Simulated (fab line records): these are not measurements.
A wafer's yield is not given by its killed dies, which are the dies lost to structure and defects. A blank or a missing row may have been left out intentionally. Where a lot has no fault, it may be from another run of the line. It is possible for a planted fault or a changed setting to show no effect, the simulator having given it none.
Comparing a struck lot with a sound one	flow n5Finfet	32 out of 1938 route steps
Sound: these wafers, L398.1, L398.2, L398.4. Wafers L408.4, L408.5, L408.6 were the ones struck. At the end, the cause is stated.
Per side, at each step with rows, come the tool, then ch with its chambers, and then its first start. Under that, the readings that differ: sound wafers	struck wafers	difference of the means	sigmas: that difference in standard deviations of wafers without a fault.
alike: readings whose means differ by less than 2 such deviations, and words and numbers that are the same on both sides. not compared: withheld readings, readings that some wafer has no value for, bounds like >300 that may hide the same value, and numbers for which the record gives no deviation and whose values overlap.
A row with sigmas, a row that says differs or no value, or rows on one side alone: a step with any of these is where the two part. Non-overlapping numbers with no deviation appear without sigmas and do not part them. Lack of a reading on every wafer of one side parts them only where that side has two or more wafers.

first, 10 steps without rows for these wafers: N5_SD_EPI_P_SRD_20 (time 30 s); N5_SD_EPI_P_PRECLEAN_51 (cleans in NF3:NH3, afs cycles 1, time 20 s, sublimation time 60 s); N5_SD_EPI_P_VAPOR_ETCH_44 (etches SiGe30 in NF3/Ar, time 3.3 s); N5_SD_EPI_P_EPI_21 (deposits SiGe:B, time 355 s); N5_SD_EPI_P_HM_STRIP_48 (strips SiNx in H3PO4, material SiNx, target depth 3 nm); N5_SD_EPI_P_SRD_49 (time 30 s); N5_SD_EPI_P_PRECLEAN_24 (cleans in O3/DIW, time 45 s); N5_SD_EPI_P_PRECLEAN_32 (cleans in dHF, time 10 s); N5_SD_EPI_P_PRECLEAN_33 (cleans in SC2, time 45 s); N5_SD_EPI_P_SRD_25 (time 30 s).
N5_SD_ACTIVATION_RTA_00: time 0 s.
  sound on rtpAnneal-02 ch 0, day 3 22:11; struck on rtpAnneal-02 ch 0, day 6 10:49
reading	sound	struck	difference	sigmas
lampPowerPct (%)	8.95 8.99 9.04	8.79 8.74 8.76	-0.23	-5
lamp_zone_1_pct (%)	8.968 9.002 8.918	8.737 8.701 8.755	-0.232	-8
lamp_zone_2_pct (%)	8.918 8.964 8.908	8.721 8.764 8.741	-0.188	-7
lamp_zone_3_pct (%)	9.001 8.969 8.916	8.708 8.742 8.762	-0.225	-9
lamp_zone_4_pct (%)	8.939 8.958 8.971	8.727 8.754 8.752	-0.212	-8
lamp_zone_5_pct (%)	8.982 8.970 8.958	8.792 8.759 8.751	-0.203	-8
lamp_zone_6_pct (%)	8.860 8.839 8.878	8.649 8.689 8.681	-0.186	-7
lamp_zone_7_pct (%)	9.393 9.370 9.312	9.141 9.160 9.115	-0.220	-8
  alike: wafer_temp_C_max
then, 19 steps without rows for these wafers: N5_SD_ACTIVATION_LSA_01 (time 0.0008 s); N5_ILD0_LINER_00 (material SiNx, target thk 4 nm, pulse time 1 s, purge time 2 s); N5_ILD0_FCVD_FILL_01 (material SiO2 flowable, target thk 200 nm, time 328.3 s); N5_ILD0_CURE_02 (time 1800 s); N5_ILD0_CMP_03 (polishes, stops on SiNx, t overpolish 1.9 s, target thk 197.38 nm); N5_ILD0_CMP_07 (polishes SiO2 flowable, stops on poly-Si, t overpolish 1.18 s, target thk 138.88 nm); N5_ILD0_PRECLEAN_10 (cleans in NF3:NH3, afs cycles 5, time 20 s, sublimation time 60 s); N5_ILD0_ALD_15 (deposits SiNx, target thk 24 nm, pulse time 1 s, ald cycles 480); N5_ILD0_CMP_12 (polishes SiNx, stops on poly-Si, t overpolish 6 s, target thk 17.67 nm); N5_SDB_HM_DEP_00 (deposits SiNx from SiH4/NH3/N2, target thk 40 nm, time 35.3 s); N5_SDB_COAT_03 (time 60 s, resist thk 100 nm); N5_SDB_COAT_04 (time 60 s, resist thk 18 nm); N5_SDB_COAT_05 (resist thk 90 nm); N5_SDB_EBR_07; N5_SDB_SOFTBAKE_06 (time 60 s); N5_SDB_EXPOSE_08 (exposes mask SDB); N5_SDB_PEB_09 (peb time 60 s); N5_SDB_DEVELOP_10 (develop time 30 s); N5_SDB_DESCUM_16 (chemistry O2, time 7.9 s).
-- the record jumps here: 5 days lie between the struck wafers' starts before and after (it left off in module SDB and takes up again in module BEOL_M4, whose first step shown is number 1111 of the route) --
N5_BEOL_M4_RC_MEAS_101:
  sound on prober-02 ch 0, day 8 20:29; struck on prober-01 ch 0, day 11 05:40
reading	sound	struck	difference	sigmas
REXT_N (ohm.um)	75.9 74.6 75.5	83.0 82.3 82.6	+7.3	+5
REXT_P (ohm.um)	102.1 101.4 103.1	106.7 107.4 105.5	+4.3	+3
  alike: DIBL_N, DIBL_P, IOFF_N, IOFF_P, ION_N, ION_P, SS_N, SS_P, VT_N, VT_P
then, 1 step without rows for these wafers: N5_PASSIVATION_PROBE_49.

== WHERE THEY PART ==
Earliest at N5_SD_ACTIVATION_RTA_00; latest, in this record, at N5_BEOL_M4_RC_MEAS_101.

WHY: the cause the simulator had injected
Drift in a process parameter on rtpAnneal-02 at N5_SD_ACTIVATION_RTA_00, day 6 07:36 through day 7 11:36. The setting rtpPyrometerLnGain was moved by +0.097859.
